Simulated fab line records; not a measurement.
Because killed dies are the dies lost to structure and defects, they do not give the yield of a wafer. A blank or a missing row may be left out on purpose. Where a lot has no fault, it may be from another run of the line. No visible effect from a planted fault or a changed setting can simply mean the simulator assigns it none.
Code-filled problem report in 8D (eight disciplines) form + flow n5Finfet + the parts of the form that need people (team, actions taken, sign-off) are left out

## 1. THE ISSUE
M15_THK at N5_BEOL_M15_THK_MEAS_50 reads a mean of 642 nm on 3 wafers of 3 lots; wafers without a fault read 852 nm with a standard deviation of 10. Relative to the usual mean, that is a shift of -21 standard deviations.
The step: measures by xrf.
First observed at day 13 07:20: wafer L691.1, on filmMetro-01. Wafers with a number at this step in the record: 27, from 10 lots. Rule for "out", or "out of limits": more than 4 standard deviations from the usual mean. The other wafers with a number count as sound.

## 2. WHAT IT IS AND WHAT IT IS NOT
| question                    | is                         | is not                                                                                                        |
|-----------------------------|----------------------------|---------------------------------------------------------------------------------------------------------------|
| which readings at this step | M15_THK                    | -                                                                                                             |
| which lots                  | L690, L691, L695           | L684, L697, L699, L702, L704, L705, L706                                                                      |
| which wafers of those lots  | L690.3, L691.1, L695.1     | L690.5, L691.2, L695.5                                                                                        |
| read on which gauges        | filmMetro-01, filmMetro-02 | -                                                                                                             |
| when                        | from day 13 07:20          | up to then (4 sound wafers); but 20 sound wafers of L690, L695, L697, L699, L702, L704, L705, L706 came after |

## 3. WHAT RULES OUT EACH SUSPECT
Counting: any tool at a process step up to the reading remains a suspect provided it ran every lot that is out. Sound lots after the first of them don't rule it out here, since some wafers of a struck lot are sound.
- ruled out: the gauge at N5_BEOL_M15_THK_MEAS_50. The wafers that are out were read on 2 gauges (filmMetro-01, filmMetro-02).
- rieDiel-03 at N5_BEOL_M15_ETCH_61 (etches BARC in N2/H2, target depth 89 nm, overetch 26.7 nm, time 67.9 s): kept. Ran every lot that is out, first one L691 (day 13 05:00); last sound lot up to then L684 (day 12 01:48).
- rieDiel-03 at N5_BEOL_M15_TRENCH_ETCH_34 (etches SiO2 in C4F8/O2/Ar, target depth 872.93 nm, time 199 s): kept. Ran every lot that is out, first one L691 (day 13 05:04); last sound lot up to then L684 (day 12 01:51).
After counting, rieDiel-03 at N5_BEOL_M15_ETCH_61 and rieDiel-03 at N5_BEOL_M15_TRENCH_ETCH_34 remain.

## 4. THE CAUSE (what the simulator had put in)
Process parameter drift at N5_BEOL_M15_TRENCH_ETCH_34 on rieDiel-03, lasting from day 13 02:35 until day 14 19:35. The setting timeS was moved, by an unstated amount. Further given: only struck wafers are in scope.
After counting, 2 suspects remain, this tool included.

## 5. THE CHAIN OF EFFECTS, in route order
One row per reading whose mean, taken over the struck wafers that have a number, lies over 3 standard deviations from the usual. Readings are gone through only where the record gives a usual standard deviation; hours: the median, over the lots, of the time from a lot's start at the first step in this table giving one to that lot's start at this step; sigmas: the change measured in usual standard deviations.
| hours | step                    | reading | usual          | on struck wafers | change   | sigmas |
|-------|-------------------------|---------|----------------|------------------|----------|--------|
| 0     | N5_BEOL_M15_THK_MEAS_50 | M15_THK | 852 nm         | 642              | -210     | -21    |
| 0     | N5_BEOL_M15_RS_MEAS_54  | M15_RS  | 0.02155 ohm/sq | 0.02895          | +0.00740 | +31    |

## 6. HOW IT WOULD HAVE BEEN CAUGHT EARLIER
Counted from the fault's start at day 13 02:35, it took 5 hours until the first out-of-limits reading at a measuring or inspecting step in this record, taken at day 13 07:20.
Of the tool readings at N5_BEOL_M15_TRENCH_ETCH_34 for which the record gives a usual standard deviation, none was out on any struck wafer, so an alarm limit of 4 standard deviations on them would not have fired.
Of the lots that are out (3), L690, L695 began N5_BEOL_M15_TRENCH_ETCH_34 on rieDiel-03 after day 13 07:20. A hold on the tool at that time would have spared those 2.
